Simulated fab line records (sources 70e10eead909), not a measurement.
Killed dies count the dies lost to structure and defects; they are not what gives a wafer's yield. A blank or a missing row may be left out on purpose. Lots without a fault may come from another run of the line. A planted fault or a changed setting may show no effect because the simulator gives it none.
A struck lot beside a sound one / flow nandHarc / 41 steps out of a route of 1159
Sound: these wafers, L908.1, L908.5, L908.6. Struck: wafers L923.4, L923.6 (left out: L923.3, a lot-mate that was not struck); the cause follows at the end.
Each step with rows lists, per side, the tool, then ch with its chambers, then its first start. Under that, the readings that differ: sound wafers / struck wafers / difference of the means / sigmas: that difference in standard deviations of wafers without a fault.
alike: same words and numbers on both sides, and readings whose means sit less than 2 such deviations apart. not compared: any withheld reading, any reading some wafer has no value for, any bound like >300 that may hide the same value, and any number with overlapping values for which the record gives no deviation.
A row with sigmas, a row that says differs or no value, or rows on one side alone: a step with any of these is where the two part. Non-overlapping numbers with no deviation appear without sigmas and do not part them. A reading that every wafer of one side lacks parts them only if that side has two wafers or more.

first, 7 steps without rows for these wafers: NHARC_A_SGD_CUT_COAT_57 (time 65 s); NHARC_A_SGD_CUT_COAT_03 (resist thk 90 nm); NHARC_A_SGD_CUT_SOFTBAKE_04 (time 55 s); NHARC_A_SGD_CUT_EBR_05; NHARC_A_SGD_CUT_EXPOSE_06 (exposes mask SGD); NHARC_A_SGD_CUT_PEB_07 (peb time 65 s); NHARC_A_SGD_CUT_DEVELOP_08 (develop time 35 s).
NHARC_A_SGD_CUT_CD_MEAS_09: the cd target is 100 nm.
  sound on cdSem-02 ch 0, day 14 10:58; struck on cdSem-03 ch 0, day 17 21:22
  alike: cdNm
NHARC_A_SGD_CUT_OVL_MEAS_10:
  sound on overlay-02 at day 14 11:03; struck on overlay-02 at day 17 21:27
  alike: overlayXNm, overlayYNm
NHARC_A_SGD_CUT_INSPECT_11:
  sound on defectInspect-01 at day 14 11:05; struck on defectInspect-01 at day 17 21:29
  alike: rawDefectCount
NHARC_A_SGD_CUT_DESCUM_14: chemistry O2, time 3 s.
  sound on rieDiel-07 ch 1,2, day 14 11:10; struck on rieDiel-04 ch 1,3, day 17 21:32
reading=throttleValvePct (%); sound=11.295 11.304 11.315; struck=11.318 11.340; difference=+0.024; sigmas=+3
  alike: drypumpMotorCurrentA, oesProductAu, rfVppV, showerheadPlenumPTorr
  not compared: rfHoursCounterH
then, 1 step without rows for these wafers: NHARC_A_SGD_CUT_ETCH_58 (etches the open film in CF4, target depth 39 nm, time 65 s).
NHARC_A_SGD_CUT_ETCH_59: etches the open film in N2/H2, target depth 260 nm, time 406.25 s.
  sound on rieDiel-07 ch 0,3, day 14 11:22; struck on rieDiel-04 ch 0, day 17 21:43
  alike: drypumpMotorCurrentA, oesProductAu, rfVppV, showerheadPlenumPTorr, throttleValvePct
  not compared: rfHoursCounterH
then, 3 steps without rows for these wafers: NHARC_A_SGD_CUT_ETCH_15 (etches the open film in CH3F/O2, target depth 75 nm, time 64.3 s); NHARC_A_SGD_CUT_ETCH_16 (etches the open film in C4F8/O2/Ar, target depth 310.5 nm, time 155.2 s); NHARC_A_SGD_CUT_STRIP_60 (strips in C4F8/O2/Ar).
NHARC_A_SGD_CUT_STRIP_17: strips in O2.
  sound: rieDiel-07 ch 2,3; struck: rieDiel-04 ch 1,2
reading=drypumpMotorCurrentA (A); sound=5.6 5.9 5.6; struck=6.3 6.7; difference=+0.8; sigmas=+2
  alike: oesProductAu, rfVppV, showerheadPlenumPTorr, throttleValvePct
  not compared: rfHoursCounterH
then, 5 steps without rows for these wafers: NHARC_A_SGD_CUT_PRECLEAN_18 (cleans in SC1); NHARC_A_SGD_CUT_SRD_19; NHARC_A_SGD_CUT_DEP_20 (deposits SiO2, target thk 150 nm); NHARC_A_SGD_CUT_ANNEAL_27 (time 1800 s); NHARC_A_SGD_CUT_CMP_21 (polishes, target thk 148.19 nm).
NHARC_A_SGD_CUT_THK_MEAS_22: measures by ellipsometry.
  sound on filmMetro-01 at day 14 17:49; struck on filmMetro-01 at day 18 05:14
  alike: thkNm
then, 2 steps without rows for these wafers: NHARC_A_SGD_CUT_SRD_23; NHARC_A_SGD_CUT_ETCH_26 (etches SiO2 in dHF, target depth 45.8 nm).
NHARC_A_SGD_CUT_ETCHBACK_24: etches the open film in CH3F/O2, target depth 50 nm, time 92.857 s.
  sound on rieDiel-07 ch 0,2,3, day 14 18:05; struck on rieDiel-10 ch 1,2, day 18 05:27
  alike: drypumpMotorCurrentA, oesProductAu, rfVppV, showerheadPlenumPTorr, throttleValvePct
  not compared: rfHoursCounterH
then, 1 step without rows for these wafers: NHARC_A_SGD_CUT_STRIP_28 (strips in O2, time 20 s).
NHARC_A_SLIT_DEP_25: deposits SiO2, target thk 200 nm.
  sound on pecvd-03 ch 1,2, day 14 18:23; struck on pecvd-01 ch 0,2, day 18 05:51
  alike: heaterPowerW, susceptorTempC, throttleValvePct
NHARC_A_SLIT_DEP_00: deposits aC, target thk 3200 nm.
  sound on aclDep-03 ch 0, day 14 20:20; struck on aclDep-02 ch 0, day 18 06:47
  alike: susceptorTempC, throttleValvePct
then, 9 steps without rows for these wafers: NHARC_A_SLIT_DEP_23 (deposits SiON, target thk 100 nm); NHARC_A_SLIT_DEHYDRATE_01 (time 120 s); NHARC_A_SLIT_HMDS_02 (time 30 s); NHARC_A_SLIT_COAT_03 (resist thk 90 nm); NHARC_A_SLIT_SOFTBAKE_04 (time 55 s); NHARC_A_SLIT_EBR_05; NHARC_A_SLIT_EXPOSE_06 (exposes mask SLIT); NHARC_A_SLIT_PEB_07 (peb time 65 s); NHARC_A_SLIT_DEVELOP_08 (develop time 35 s).
NHARC_A_SLIT_CD_MEAS_09: the cd target is 300 nm.
  sound on cdSem-01 ch 0, day 14 23:29; struck on cdSem-03 ch 0, day 18 08:41
  alike: cdNm
NHARC_A_SLIT_OVL_MEAS_10:
  sound on overlay-02 at day 14 23:34; struck on overlay-01 at day 18 08:47
  alike: overlayXNm, overlayYNm
-- break in the record here, with 5 days between the starts of the struck wafers on either side (left off in module A_SLIT, picked up again in module END, where the first step shown is number 1159 on the route) --
NHARC_END_SORT_01:
  sound on prober-01 ch 0, day 19 21:26; struck on prober-02 ch 0, day 23 15:46
reading=killedAtArray; sound=33 27 39; struck=53 76; difference=+32; sigmas=+3
reading=killedDies; sound=38 33 41; struck=58 81; difference=+32; sigmas=+3
  alike: killedAtOther, killedAtPeriphery, killedOpen, killedShort

## WHERE THEY PART
At NHARC_A_SGD_CUT_DESCUM_14 first; at NHARC_END_SORT_01 last (within this record only).

WHY: whatever the simulator had introduced
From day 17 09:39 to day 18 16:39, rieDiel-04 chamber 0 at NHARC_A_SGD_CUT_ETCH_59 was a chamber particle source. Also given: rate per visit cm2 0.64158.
